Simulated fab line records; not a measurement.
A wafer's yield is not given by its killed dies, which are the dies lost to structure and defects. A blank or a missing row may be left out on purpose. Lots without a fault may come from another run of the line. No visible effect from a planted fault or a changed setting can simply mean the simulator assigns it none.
fab line records	flow n5-finfet
[record] lots = 7	wafers = 21
route steps=1938 shown BEOL_M11@1579 BEOL_M12@1656 BEOL_M13@1662 BEOL_M14@1719
start-h: hours from the record's first day to the start of the lot's first wafer shown	wait-h: time in hours since the lot's previous step	" unchanged from the row above	L1.1+2: one row covering several wafers at once	- value missing, or start not given	* or withheld: withheld	< > ~ a bound
route shown NAME@n: a module of which the file shows steps, and the number in the route of the first	usual: the fault-free wafers' mean and standard deviation	same: alike in all rows	chamber/n: place in a boat	sites: per-site readings	_std_site: the standard deviation of these	_edge_site: mean of outer sites minus mean of inner sites	radius-mm: how far each site lies from the wafer's centre	mask NAME#n: copy n	behind: tool/chamber where the wafer was last shaped	hold: cause of the lot's hold/its duration in hours/its outcome	device: the transistor (n, p or np) that didn't switch	end of line: at the end of the route, the tests of the same wafers	where a step has no rows: the recipe by itself	killed: dies that structure and defects cost at the first sort, which is not the same as the wafer's yield	map: per-die view of a wafer (x killed, . not killed, _ where there is no die)
set.NAME: the setting that was run; set.NAME@STEP: the one run at that earlier step	model.NAME: the simulator's own value behind a step, which no gauge read
lots with deliberately changed settings; one table per step, one row per wafer
[[steps]]
[step N5_BEOL_M11_ETCH_41]
[recipe] chemistry = CH3F/O2	target = SiCN	target-depth-a = 426	taper-deg = 2	time-s = 86	ion-energy-ev = 120	mask-material = TiN	pressure-mtorr = 30	source-w = 395	bias-w = 75	Ar_flow_sccm = 150	CH3F_flow_sccm = 30	O2_flow_sccm = 20
lot.wafer	tool	chamber	start-h	wait-h	set.time-s	model.etch.depth-nm
L076.2	rie-diel-02	3	-	-	86	32.39
L076.4	"	1	"	"	76.55	29.67
L076.5	"	0	"	"	76.55	28.46
L078.4	rie-diel-05	1	-	-	75.04	28.36
L078.5	"	3	"	"	75.04	28.02
L078.6	"	0	"	"	86	32.88
L080.2	rie-diel-06	2	-	-	86	33.27
L080.3	"	1	"	"	86	32.18
L080.4	"	0	"	"	86	32.33
L088.1	rie-diel-06	3	-	-	94.66	34.78
L088.2	"	0	"	"	86	32.26
L088.4	"	1	"	"	94.66	35.58
L089.1	rie-diel-05	1	-	-	86	32.11
L089.3	"	2	"	"	86	31.85
L089.4	"	3	"	"	86	31.75
L087.1	rie-diel-02	0	-	-	86	31.69
L087.2	"	2	"	"	102	38.83
L087.5	"	2	"	"	86	32.57
L097.1	rie-diel-06	3	-	-	80.18	29.9
L097.3	"	1	"	"	86	32.59
L097.5	"	2	"	"	86	33.41
[step N5_BEOL_M11_STRIP_77]
[recipe] chemistry = N2/H2	time-s = 10	power-w = 450	temp-c = 40	pressure-mtorr = 20	rf-frequency-hz = 6e+07	bias-power-w = 7	n2-flow-sccm = 200	h2-flow-sccm = 200
[step N5_BEOL_M11_OCD_MEAS_38]
[usual] trench-depth-nm = 148.2/2.8
lot.wafer	tool	chamber	start-h	wait-h	set.time-s@BEOL_M11_TRENCH_ETCH_37	trench-depth-nm
L076.2	ocd-01	-	228.17	-	48	148.9
L076.4	"	-	"	"	48	152.6
L076.5	"	-	"	"	48	145.9
L078.4	ocd-02	-	238.46	-	54.65	170.0
L078.5	"	-	"	"	48	146.2
L078.6	"	-	"	"	48	151.5
L080.2	ocd-02	-	256.93	-	48	152.0
L080.3	"	-	"	"	48	147.1
L080.4	"	-	"	"	43.72	134.8
L088.1	ocd-01	-	303.72	-	48	144.1
L088.2	"	-	"	"	48	148.0
L088.4	"	-	"	"	48	146.4
L089.1	ocd-02	-	311.31	-	48	147.5
L089.3	"	-	"	"	48	146.9
L089.4	"	-	"	"	48	146.0
L087.1	ocd-02	-	311.52	-	48	146.7
L087.2	"	-	"	"	48	149.6
L087.5	"	-	"	"	52.28	162.3
L097.1	ocd-01	-	371.45	-	56.97	173.3
L097.3	"	-	"	"	48	147.7
L097.5	"	-	"	"	56.97	180.7
[step N5_BEOL_M11_HM_STRIP_39]
[recipe] chemistry = peroxide-tin-strip	material = TiN	target-depth-a = 250	temp-c = 50	time-s = 158
[step N5_BEOL_M11_SRD_40]
[recipe] time-s = 30	temp-c = 23	rinse-liquid = diw	dry = ipa-marangoni
[step N5_BEOL_M11_ECD_50]
[recipe] material = Cu	target-thk-a = 3180
[step N5_BEOL_M11_ANNEAL_51]
[recipe] temp-c = 225	time-s = 90	ambient = N2
[step N5_BEOL_M11_CMP_52]
[recipe] stop-on = SiCOH_lowk	t-overpolish-s = 7	down-force-psi = 1	platen-rpm = 50	clearing-platen-down-force-psi = 1.5	clearing-platen-rpm = 50	post-cmp-clean = cu-alkaline	target-thk-nm = 140	clearing-platen-pad-velocity-m-s = 0.99484	pad-velocity-m-s = 0.99484
lot.wafer	tool	chamber	start-h	wait-h	set.time-s@BEOL_M11_TRENCH_ETCH_37	model.Cu_of_BEOL_M11_ECD_50.thk-nm
L076.4	cmp-04	3	230.32	0.2	48	142.2
L076.2	"	0	"	"	48	139.4
L076.5	"	2	"	"	48	135
L078.4	cmp-04	1	241.79	0.2	54.65	163.4
L078.5	"	3	"	"	48	136.2
L078.6	"	0	"	"	48	142
L080.3	cmp-03	0	259.49	0.2	48	138.2
L080.2	"	1	"	"	48	142.6
L080.4	"	2	"	"	43.72	127.6
L088.1	cmp-04	2	306.54	0.3	48	133.6
L088.4	"	3	"	"	48	138
L088.2	"	0	"	"	48	139.8
L087.1	cmp-04	3	314.51	0.3	48	136.6
L087.2	"	0	"	"	48	141.8
L087.5	"	3	"	"	52.28	151.4
L089.4	cmp-03	2	314.78	0.1	48	138
L089.1	"	0	"	"	48	139.8
L089.3	"	1	"	"	48	138.8
L097.1	cmp-04	0	373.93	0.4	56.97	163.8
L097.3	"	2	"	"	48	136.8
L097.5	"	0	"	"	56.97	172.8
[step N5_BEOL_M11_THK_MEAS_53]
[recipe] thk-meas-gauge = xrf	reads = Cu_of_BEOL_M11_ECD_50
[usual] M11_THK = 142/3.2
lot.wafer	tool	chamber	start-h	wait-h	set.time-s@BEOL_M11_TRENCH_ETCH_37	M11_THK[nm]
L076.2	film-metro-01	-	230.54	-	48	143
L076.4	"	-	"	"	48	146
L076.5	"	-	"	"	48	138
L078.4	film-metro-02	-	242.01	-	54.65	168
L078.5	"	-	"	"	48	140
L078.6	"	-	"	"	48	146
L080.2	film-metro-02	-	259.78	-	48	148
L080.3	"	-	"	"	48	143
L080.4	"	-	"	"	43.72	132
L088.1	film-metro-01	-	306.83	-	48	136
L088.2	"	-	"	"	48	142
L088.4	"	-	"	"	48	141
L087.1	film-metro-01	-	314.81	-	48	141
L087.2	"	-	"	"	48	146
L087.5	"	-	"	"	52.28	156
L089.1	film-metro-01	-	315.08	-	48	143
L089.3	"	-	"	"	48	142
L089.4	"	-	"	"	48	141
L097.1	film-metro-02	-	374.18	-	56.97	167
L097.3	"	-	"	"	48	139
L097.5	"	-	"	"	56.97	176
[step N5_BEOL_M11_PRE_CLEAN_55]
[recipe] gas = NH3	time-s = 15	temp-c = withheld	rf-power-w = 300
[step N5_BEOL_M11_DEP_56]
[recipe] material = SiCN	target-thk-a = 300	temp-c = withheld	precursor = 3MS/NH3	pressure-torr = 3	rf-w = 675	time-s = 10.5
[step N5_BEOL_M11_RS_MEAS_57]
[recipe] thk-meas-gauge = four-point-probe	reads = Cu_of_BEOL_M11_ECD_50+Co_of_BEOL_M11_CVD_75+TaN_of_BEOL_M11_ALD_74
[usual] M11_RS = 0.152/0.0035
lot.wafer	tool	chamber	start-h	wait-h	set.time-s@BEOL_M11_TRENCH_ETCH_37	M11_RS[ohm/sq]
L076.2	film-metro-02	-	230.67	0.0	48	0.152
L076.4	"	-	"	"	48	0.149
L076.5	"	-	"	"	48	0.157
L078.4	film-metro-01	-	242.14	0.0	54.65	0.128
L078.5	"	-	"	"	48	0.156
L078.6	"	-	"	"	48	0.149
L080.2	film-metro-01	-	259.91	0.0	48	0.148
L080.3	"	-	"	"	48	0.153
L080.4	"	-	"	"	43.72	0.167
L088.1	film-metro-01	-	306.96	0.0	48	0.159
L088.2	"	-	"	"	48	0.151
L088.4	"	-	"	"	48	0.154
L087.1	film-metro-02	-	314.93	0.0	48	0.155
L087.2	"	-	"	"	48	0.149
L087.5	"	-	"	"	52.28	0.139
L089.1	film-metro-02	-	315.20	0.0	48	0.151
L089.3	"	-	"	"	48	0.152
L089.4	"	-	"	"	48	0.153
L097.1	film-metro-02	-	374.31	0.0	56.97	0.127
L097.3	"	-	"	"	48	0.155
L097.5	"	-	"	"	56.97	0.120
[step N5_BEOL_M12_DEP_53]
[recipe] material = SiCN	target-thk-a = 300	temp-c = withheld	precursor = 3MS/NH3	pressure-torr = 3	rf-w = 675	time-s = 10.5
lot.wafer	tool	chamber	start-h	wait-h	set.time-s	model.SiCN_of_BEOL_M12_DEP_53.thk-nm
L076.2	pecvd-01	1	238.00	0.0	10.5	29.2
L076.4	"	0	"	"	10.5	29.4
L076.5	"	1	"	"	10.5	29.8
L078.4	pecvd-03	0	247.87	0.0	9.638	27.8
L078.5	"	1	"	"	10.5	30.2
L078.6	"	2	"	"	10.5	30.8
L080.2+3	pecvd-01	2,0	265.50	0.0	10.5	29.6
L080.4	"	1	"	"	10.5	30.8
L088.1	pecvd-01	1	319.77	0.0	10.5	29.6
L088.2	"	0	"	"	10.5	29.4
L088.4	"	2	"	"	9.024	26.4
L087.1	pecvd-02	1	319.86	0.0	10.5	29.2
L087.2	"	2	"	"	10.5	29.8
L087.5	"	0	"	"	10.5	30.8
L089.1	pecvd-02	0	324.58	0.0	10.5	30.2
L089.3	"	2	"	"	10.5	30
L089.4	"	1	"	"	10.5	30.6
L097.1	pecvd-03	0	383.96	0.0	9.702	27
L097.3	"	1	"	"	10.5	29
L097.5	"	1	"	"	9.702	27.6
[step N5_BEOL_M13_COAT_04]
[recipe] spin-rpm = 1625	resist-thk-nm = 400
lot.wafer	tool	chamber	start-h	wait-h	set.spin-rpm	model.coat_of_BEOL_M13_COAT_04.thk-nm
L076.2	litho-track-05	0	-	-	1625	402.6
L076.4	"	0	"	"	1719	391.2
L076.5	"	0	"	"	1719	390.4
L078.4	litho-track-02	0	-	-	1625	398.6
L078.5	"	0	"	"	1625	398.4
L078.6	"	0	"	"	1566	406.8
L080.2	litho-track-04	0	-	-	1625	399.4
L080.3	"	0	"	"	1625	399.2
L080.4	"	0	"	"	1625	399.8
L088.1	litho-track-02	0	-	-	1502	414.8
L088.2	"	0	"	"	1625	399.6
L088.4	"	0	"	"	1625	398.2
L087.1	litho-track-02	0	-	-	1625	400.4
L087.2	"	0	"	"	1685	391.8
L087.5	"	0	"	"	1685	393.2
L089.1	litho-track-02	0	-	-	1625	401
L089.3	"	0	"	"	1625	402.2
L089.4	"	0	"	"	1625	401.8
L097.1	litho-track-02	0	-	-	1625	401.6
L097.3	"	0	"	"	1625	400.4
L097.5	"	0	"	"	1625	401
[step N5_BEOL_M13_EBR_06]
[recipe] solvent = PGMEA	ebr-width-mm = 1.5
[step N5_BEOL_M13_SOFTBAKE_05]
[recipe] temp-c = 130	time-s = 60
[step N5_BEOL_M13_DESCUM_15]
[recipe] chemistry = O2	time-s = 7.9	source-power-w = 50	bias-power-w = 20	pressure-mtorr = 20	rf-frequency-hz = 2.712e+07	temp-c = 40	o2-flow-sccm = 225
[step N5_BEOL_M13_ETCH_59]
[recipe] chemistry = N2/H2	target = BARC	target-depth-a = 890	overetch-a = 267	time-s = 67.9	ion-energy-ev = 200	pressure-mtorr = 30	source-w = 840	bias-w = 150	n2-flow-sccm = 200	h2-flow-sccm = 200
lot.wafer	tool	chamber	start-h	wait-h	set.spin-rpm@BEOL_M13_COAT_04	model.coat_of_BEOL_M13_COAT_04.thk-nm
L076.2	rie-diel-05	2	238.71	0.0	1625	320.4
L076.4	"	0	"	"	1719	306.6
L076.5	"	2	"	"	1719	308.2
L078.4	rie-diel-06	0	248.56	0.0	1625	316.6
L078.5	"	2	"	"	1625	312.8
L078.6	"	1	"	"	1566	325.2
L080.2	rie-diel-02	0	266.20	0.0	1625	317.2
L080.3	"	2	"	"	1625	317.4
L080.4	"	3	"	"	1625	317
L088.1	rie-diel-02	0	320.60	0.0	1502	333.6
L088.2	"	2	"	"	1625	318
L088.4	"	3	"	"	1625	316.4
L087.1	rie-diel-05	2	320.76	0.0	1625	318
L087.2	"	1	"	"	1685	310.6
L087.5	"	2	"	"	1685	311.2
L089.1	rie-diel-05	2	325.77	0.0	1625	319
L089.3	"	1	"	"	1625	321.2
L089.4	"	1	"	"	1625	320.6
L097.1	rie-diel-06	3	384.92	0.0	1625	321
L097.3	"	0	"	"	1625	318.6
L097.5	"	0	"	"	1625	319.2
[step N5_BEOL_M13_VIA_ETCH_16]
[recipe] chemistry = C4F8/O2/Ar	target = SiOC	pressure-mtorr = 30	source-w = 3000	bias-w = 700	Ar_flow_sccm = 400	C4F8_flow_sccm = 15	O2_flow_sccm = 8	he-inner-torr = 15	he-outer-torr = 30	target-depth-a = 9217	time-s = withheld	ion-energy-ev = 250	ends = cleared
lot.wafer	tool	chamber	start-h	wait-h	set.spin-rpm@BEOL_M13_COAT_04	model.coat_of_BEOL_M13_COAT_04.thk-nm
L076.2	rie-diel-05	2	238.76	0.0	1625	78.4
L076.4	"	0	"	"	1719	59.6
L076.5	"	2	"	"	1719	63.8
L078.4	rie-diel-06	0	248.61	0.0	1625	69.6
L078.5	"	2	"	"	1625	65.4
L078.6	"	1	"	"	1566	74.8
L080.2	rie-diel-02	0	266.25	0.0	1625	79
L080.3	"	2	"	"	1625	75.6
L080.4	"	3	"	"	1625	68.2
L088.1	rie-diel-02	0	320.65	0.0	1502	88
L088.2	"	2	"	"	1625	74.8
L088.4	"	3	"	"	1625	70.2
L087.1	rie-diel-05	2	320.81	0.0	1625	77.8
L087.2	"	1	"	"	1685	64.8
L087.5	"	2	"	"	1685	69
L089.1	rie-diel-05	2	325.82	0.0	1625	71.4
L089.3	"	1	"	"	1625	71.2
L089.4	"	1	"	"	1625	69.8
L097.1	rie-diel-06	3	384.97	0.0	1625	74.2
L097.3	"	0	"	"	1625	75.4
L097.5	"	0	"	"	1625	73.4
[step N5_BEOL_M13_STRIP_63]
[recipe] chemistry = N2/H2	power-w = 1000	temp-c = 250	h2-frac = 0.65	overash-fraction = 0.3	pressure-mtorr = 1000	n2-flow-sccm = 1750	h2-flow-sccm = 3250
[usual] strip-time-to-endpoint-s = 28.2/1.2
lot.wafer	tool	chamber	start-h	wait-h	set.spin-rpm@BEOL_M13_COAT_04	strip-time-to-endpoint-s
L076.2	plasma-asher-01	1	238.99	-	1625	30.1
L076.4	"	1	"	"	1719	24.5
L076.5	"	1	"	"	1719	25.8
L078.4	plasma-asher-01	0	248.87	-	1625	27.5
L078.5	"	0	"	"	1625	26.3
L078.6	"	1	"	"	1566	29.1
L080.2	plasma-asher-02	1	266.49	-	1625	30.3
L080.3	"	1	"	"	1625	29.3
L080.4	"	0	"	"	1625	27.2
L088.1	plasma-asher-01	1	320.89	-	1502	32.9
L088.2	"	0	"	"	1625	29.0
L088.4	"	0	"	"	1625	27.7
L087.1	plasma-asher-02	1	321.05	-	1625	30.0
L087.2	"	0	"	"	1685	26.1
L087.5	"	1	"	"	1685	27.4
L089.1	plasma-asher-01	0	326.06	-	1625	28.1
L089.3	"	0	"	"	1625	28.0
L089.4	"	1	"	"	1625	27.6
L097.1	plasma-asher-02	0	385.21	-	1625	28.9
L097.3	"	0	"	"	1625	29.2
L097.5	"	1	"	"	1625	28.7
[step N5_BEOL_M13_CMP_49]
[recipe] stop-on = SiOC	t-overpolish-s = 17.1	down-force-psi = 1	platen-rpm = 50	clearing-platen-down-force-psi = 1.5	clearing-platen-rpm = 50	post-cmp-clean = cu-alkaline	target-thk-nm = 420	clearing-platen-pad-velocity-m-s = 0.99484	pad-velocity-m-s = 0.99484
[usual] barrier-field-endpoint-s = 30.5/0.79
lot.wafer	tool	chamber	start-h	wait-h	set.down-force-psi	barrier-field-endpoint-s
L076.4	cmp-04	3	245.10	0.1	1.109	27.4
L076.2	"	2	"	"	1.109	27.3
L076.5	"	0	"	"	1	30.5
L078.4	cmp-02	3	260.50	0.5	0.9333	31.3
L078.6	"	0	"	"	0.9333	30.9
L078.5	"	1	"	"	1	29.8
L080.4	cmp-03	1	270.40	0.1	0.8717	35.9
L080.2	"	2	"	"	1	31.9
L080.3	"	0	"	"	0.8717	35.5
L088.1	cmp-02	2	324.52	0.3	1.089	28.2
L088.4	"	3	"	"	1.089	29.5
L088.2	"	1	"	"	1	31.2
L087.1	cmp-02	3	324.78	0.3	0.8088	37.6
L087.2	"	1	"	"	1	30.5
L087.5	"	2	"	"	0.8088	36.5
L089.3	cmp-02	2	330.16	0.2	1	30.7
L089.1	"	0	"	"	1	30.1
L089.4	"	1	"	"	1	31.0
L097.3	cmp-02	2	389.80	0.2	1.178	24.5
L097.1	"	1	"	"	1.178	25.6
L097.5	"	3	"	"	1	29.7
[step N5_BEOL_M14_COAT_04]
[recipe] spin-rpm = 1704	resist-thk-nm = 800
lot.wafer	tool	chamber	start-h	wait-h	set.spin-rpm	model.coat_of_BEOL_M14_COAT_04.thk-nm
L076.2	litho-track-03	0	-	-	1831	773
L076.4	"	0	"	"	1704	798.6
L076.5	"	0	"	"	1831	772.8
L078.4	litho-track-04	0	-	-	1854	766
L078.5	"	0	"	"	1854	765.8
L078.6	"	0	"	"	1704	799.2
L080.2	litho-track-04	0	-	-	1780	784.8
L080.3	"	0	"	"	1704	803.8
L080.4	"	0	"	"	1780	784.6
L088.1	litho-track-04	0	-	-	1704	802.6
L088.2	"	0	"	"	1533	847.4
L088.4	"	0	"	"	1704	803.8
L087.1	litho-track-03	0	-	-	1704	803
L087.2	"	0	"	"	1622	821
L087.5	"	0	"	"	1622	821.4
L089.1	litho-track-04	0	-	-	1704	803.4
L089.3	"	0	"	"	1704	801
L089.4	"	0	"	"	1704	800.6
L097.1	litho-track-03	0	-	-	1704	799.6
L097.3	"	0	"	"	1704	795.8
L097.5	"	0	"	"	1582	827
[step N5_BEOL_M14_EBR_06]
[recipe] solvent = PGMEA	ebr-width-mm = 1.5
[step N5_BEOL_M14_SOFTBAKE_05]
[recipe] temp-c = 130	time-s = 60
[step N5_BEOL_M14_DESCUM_15]
[recipe] chemistry = O2	time-s = 7.9	source-power-w = 50	bias-power-w = 20	pressure-mtorr = 20	rf-frequency-hz = 2.712e+07	temp-c = 40	o2-flow-sccm = 225
[step N5_BEOL_M14_ETCH_59]
[recipe] chemistry = N2/H2	target = BARC	target-depth-a = 890	overetch-a = 267	time-s = 67.9	ion-energy-ev = 200	pressure-mtorr = 30	source-w = 840	bias-w = 150	n2-flow-sccm = 200	h2-flow-sccm = 200
[step N5_BEOL_M14_VIA_ETCH_16]
[recipe] chemistry = C4F8/O2/Ar	target = SiO2	he-inner-torr = 15	he-outer-torr = 30	target-depth-a = 12313	time-s = withheld	ion-energy-ev = 800	pressure-mtorr = 20	source-w = 1905	bias-w = 2040	Ar_flow_sccm = 400	C4F8_flow_sccm = 16	O2_flow_sccm = 12	ends = cleared
lot.wafer	tool	chamber	start-h	wait-h	set.spin-rpm@BEOL_M14_COAT_04	model.coat_of_BEOL_M14_COAT_04.thk-nm
L076.2	rie-diel-03	0	246.38	0.0	1831	429.2
L076.4	"	2	"	"	1704	450.4
L076.5	"	3	"	"	1831	416
L078.4	rie-diel-01	3	261.63	0.1	1854	422.4
L078.5	"	0	"	"	1854	418.6
L078.6	"	2	"	"	1704	451.4
L080.2	rie-diel-04	0	271.71	0.0	1780	440.2
L080.3	"	1	"	"	1704	461.2
L080.4	"	2	"	"	1780	432
L088.1	rie-diel-04	2	326.36	0.0	1704	451.6
L088.2	"	1	"	"	1533	503.6
L088.4	"	1	"	"	1704	455.2
L087.1	rie-diel-03	1	326.51	0.0	1704	458.6
L087.2	"	3	"	"	1622	468.6
L087.5	"	1	"	"	1622	476
L089.1	rie-diel-04	2	332.19	0.0	1704	457.8
L089.3	"	3	"	"	1704	453
L089.4	"	1	"	"	1704	455.6
L097.1	rie-diel-03	3	390.99	0.0	1704	447.6
L097.3	"	0	"	"	1704	456.6
L097.5	"	0	"	"	1582	482.8
[step N5_BEOL_M14_TRENCH_ETCH_34]
[recipe] chemistry = C4F8/O2/Ar	target = SiO2	target-depth-a = 5566.5	mask-material = SOC	he-inner-torr = 15	he-outer-torr = 30	time-s = 126.9	ion-energy-ev = 800	pressure-mtorr = 20	source-w = 1905	bias-w = 2040	Ar_flow_sccm = 400	C4F8_flow_sccm = 16	O2_flow_sccm = 12
lot.wafer	tool	chamber	start-h	wait-h	set.time-s	model.etch.depth-nm
L076.2	rie-diel-04	1	247.66	0.0	126.9	560.5
L076.4	"	3	"	"	126.9	560.1
L076.5	"	1	"	"	112.4	498.9
L078.4	rie-diel-03	2	262.90	0.0	126.9	565.4
L078.5	"	0	"	"	105.9	464.8
L078.6	"	3	"	"	105.9	479.8
L080.2	rie-diel-03	3	273.05	0.0	126.9	569.5
L080.3	"	0	"	"	154.1	675.5
L080.4	"	1	"	"	154.1	649.1
L088.1	rie-diel-03	0	328.29	0.0	126.9	547.1
L088.2	"	3	"	"	134.2	602.2
L088.4	"	1	"	"	126.9	532.7
L087.1	rie-diel-04	0	329.01	0.0	126.9	539.5
L087.2	"	2	"	"	126.9	558
L087.5	"	0	"	"	142.5	605
L089.1	rie-diel-03	3	334.30	0.0	126.9	569.7
L089.3	"	1	"	"	126.9	532.3
L089.4	"	0	"	"	126.9	551.4
L097.1	rie-diel-03	0	392.34	0.0	126.9	545.3
L097.3	"	3	"	"	145.5	647.3
L097.5	"	1	"	"	126.9	525.9
[step N5_BEOL_M14_STRIP_70]
[recipe] chemistry = C4F8/O2/Ar	resist = SiARC	rf-frequency-hz = 6e+07
[step N5_BEOL_M14_OCD_MEAS_35]
[usual] trench-depth-nm = 557/13
lot.wafer	tool	chamber	start-h	wait-h	set.time-s@BEOL_M14_TRENCH_ETCH_34	trench-depth-nm
L076.2	ocd-02	-	247.82	0.0	126.9	561
L076.4	"	-	"	"	126.9	560
L076.5	"	-	"	"	112.4	498
L078.4	ocd-01	-	263.05	0.0	126.9	565
L078.5	"	-	"	"	105.9	464
L078.6	"	-	"	"	105.9	479
L080.2	ocd-01	-	273.21	0.0	126.9	570
L080.3	"	-	"	"	154.1	675
L080.4	"	-	"	"	154.1	649
L088.1	ocd-01	-	328.44	0.0	126.9	547
L088.2	"	-	"	"	134.2	603
L088.4	"	-	"	"	126.9	533
L087.1	ocd-02	-	329.16	0.0	126.9	539
L087.2	"	-	"	"	126.9	558
L087.5	"	-	"	"	142.5	605
L089.1	ocd-01	-	334.45	0.0	126.9	570
L089.3	"	-	"	"	126.9	532
L089.4	"	-	"	"	126.9	551
L097.1	ocd-02	-	392.49	0.0	126.9	546
L097.3	"	-	"	"	145.5	647
L097.5	"	-	"	"	126.9	526
[[key]]
[split] step = N5_BEOL_M11_ETCH_41	setting = time-s	stated = 86	by = wafer
[response] step = N5_BEOL_M11_ETCH_41	reading = model.etch.depth-nm	change = +0.35	per = 1%	r = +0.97
[split] step = N5_BEOL_M12_DEP_53	setting = time-s	stated = 10.5	by = wafer
[response] step = N5_BEOL_M12_DEP_53	reading = model.SiCN_of_BEOL_M12_DEP_53.thk-nm	change = +0.244	per = 1%	r = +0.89
[split] step = N5_BEOL_M13_COAT_04	setting = spin-rpm	stated = 1625	by = wafer
[response] step = N5_BEOL_M13_COAT_04	reading = model.coat_of_BEOL_M13_COAT_04.thk-nm	change = -2.11	per = 1%	r = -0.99
[response] step = N5_BEOL_M13_ETCH_59	reading = model.coat_of_BEOL_M13_COAT_04.thk-nm	change = -2.24	per = 1%	r = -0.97
[response] step = N5_BEOL_M13_VIA_ETCH_16	reading = model.coat_of_BEOL_M13_COAT_04.thk-nm	change = -2.39	per = 1%	r = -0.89
[response] step = N5_BEOL_M13_STRIP_63	reading = strip-time-to-endpoint-s	change = *	per = 1%	r = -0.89
[split] step = N5_BEOL_M13_CMP_49	setting = down-force-psi	stated = 1	by = wafer
[response] step = N5_BEOL_M13_CMP_49	reading = barrier-field-endpoint-s	change = -0.296	per = 1%	r = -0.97
[split] step = N5_BEOL_M14_COAT_04	setting = spin-rpm	stated = 1704	by = wafer
[response] step = N5_BEOL_M14_COAT_04	reading = model.coat_of_BEOL_M14_COAT_04.thk-nm	change = -4	per = 1%	r = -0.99
[response] step = N5_BEOL_M14_VIA_ETCH_16	reading = model.coat_of_BEOL_M14_COAT_04.thk-nm	change = -4.21	per = 1%	r = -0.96
[split] step = N5_BEOL_M14_TRENCH_ETCH_34	setting = time-s	stated = 126.9	by = wafer
[response] step = N5_BEOL_M14_TRENCH_ETCH_34	reading = model.etch.depth-nm	change = +5.48	per = 1%	r = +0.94
[response] step = N5_BEOL_M14_OCD_MEAS_35	reading = trench-depth-nm	change = +5.47	per = 1%	r = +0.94
split outside-this-file step=N5_BEOL_M11_TRENCH_ETCH_37 setting=time-s
// split outside-this-file: this setting was split too, and the file shows its column; the key of that split is in another file
